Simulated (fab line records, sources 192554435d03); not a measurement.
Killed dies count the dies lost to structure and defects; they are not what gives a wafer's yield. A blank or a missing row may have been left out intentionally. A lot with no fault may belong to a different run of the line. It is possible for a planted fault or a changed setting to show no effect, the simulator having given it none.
What tool caused it? + flow n5 finfet + 10 lots with 30 wafers sampled at 5 steps, on a route of 1938 steps

== WHAT EACH GAUGE READ, for each wafer ==
N5_BEOL_M10_THK_MEAS_01.
| lot  | measured     | on            | M10_ILD_THK (nm) |
|------|--------------|---------------|------------------|
| L869 | day 11 00:53 | film metro-01 | 264 266 274      |
| L868 | day 11 03:53 | film metro-02 | 262 269 270      |
| L871 | day 11 17:28 | film metro-02 | 268 271 271      |
| L872 | day 11 23:06 | film metro-01 | 266 267 269      |
| L882 | day 13 17:36 | film metro-01 | 266 279 270      |
| L879 | day 13 21:29 | film metro-02 | 265 278 266      |
| L880 | day 14 08:22 | film metro-01 | 260 270 268      |
| L884 | day 15 03:14 | film metro-02 | 264 268 267      |
| L889 | day 16 00:49 | film metro-02 | 269 272 273      |
| L891 | day 17 00:04 | film metro-02 | 267 272 272      |

== TOOL THAT RAN EACH LOT (tool first, then ch and the chambers of the sampled wafers, then the start) ==
| lot  | N5_BEOL_M9_STRIP_80                           | N5_BEOL_M9_DEGAS_44          | N5_BEOL_M10_ILD_DEP_00          | N5_BEOL_M10_CURE_71           |
|------|-----------------------------------------------|------------------------------|---------------------------------|-------------------------------|
| L869 | rie diel-02 ch 2,3, day 10 22:13 or earlier   | pvd sputter-03, day 10 22:13 | pecvd-01 ch 0,1,2, day 11 00:15 | uv cure-02 ch 1, day 11 00:22 |
| L868 | rie diel-05 ch 0,3, day 11 00:27 or earlier   | pvd sputter-03, day 11 00:27 | pecvd-03 ch 1,2, day 11 03:18   | uv cure-01 ch 2, day 11 03:32 |
| L871 | rie diel-02 ch 0,1, day 11 14:44 or earlier   | pvd sputter-01, day 11 14:44 | pecvd-03 ch 0,2, day 11 16:53   | uv cure-02 ch 2, day 11 17:02 |
| L872 | rie diel-04 ch 0,2,3, day 11 20:25 or earlier | pvd sputter-01, day 11 20:25 | pecvd-04 ch 1,2, day 11 22:22   | uv cure-02 ch 1, day 11 22:45 |
| L882 | rie diel-02 ch 0,1, day 13 15:10 or earlier   | pvd sputter-02, day 13 15:10 | pecvd-03 ch 1,2, day 13 17:01   | uv cure-02 ch 1, day 13 17:05 |
| L879 | rie diel-05 ch 0,1,2, day 13 18:53 or earlier | pvd sputter-03, day 13 18:53 | pecvd-03 ch 1,2, day 13 20:53   | uv cure-01 ch 0, day 13 21:02 |
| L880 | rie diel-02 ch 2,3, day 14 05:37 or earlier   | pvd sputter-03, day 14 05:37 | pecvd-01 ch 0,1, day 14 07:16   | uv cure-01 ch 2, day 14 07:23 |
| L884 | rie diel-05 ch 1,2,3, day 15 00:43 or earlier | pvd sputter-02, day 15 00:43 | pecvd-01 ch 0,1, day 15 02:38   | uv cure-01 ch 2, day 15 02:43 |
| L889 | rie diel-05 ch 2,3, day 15 22:23 or earlier   | pvd sputter-02, day 15 22:23 | pecvd-04 ch 0,1,2, day 16 00:14 | uv cure-02 ch 0, day 16 00:28 |
| L891 | rie diel-05 ch 0,1,3, day 16 21:16 or earlier | pvd sputter-01, day 16 21:16 | pecvd-03 ch 0, day 16 23:26     | uv cure-03 ch 0, day 16 23:38 |
- N5_BEOL_M9_STRIP_80: strips in N2/H2, time 10 s.
- N5_BEOL_M9_DEGAS_44: time 60 s.
- N5_BEOL_M10_ILD_DEP_00: deposits SiCOH lowk from DEMS/porogen, target thk 308.51 nm, time 58 s.
- N5_BEOL_M10_CURE_71: cures SiCOH lowk, time 240 s.

== THE ANSWER, worked out from the rows above alone ==
Rule: the usual values come from the lots themselves. The widest of any qualifying gaps counts: lots, ordered by their means at a reading, are off when they make up no more than a third of the lots, leave a main group of 4 or more, and stand apart from it by 3 or more times the standard deviation of that group's means. A main group is skipped when, at the precision printed for the reading in the tables above, its means are all equal. A lot without any number at a reading at which 4 lots or more have one is off too. The other lots that the step has rows for count as sound.
No lot is off at any reading shown: from this, nothing can be told.

== WHAT THE SIMULATOR PUT IN ==
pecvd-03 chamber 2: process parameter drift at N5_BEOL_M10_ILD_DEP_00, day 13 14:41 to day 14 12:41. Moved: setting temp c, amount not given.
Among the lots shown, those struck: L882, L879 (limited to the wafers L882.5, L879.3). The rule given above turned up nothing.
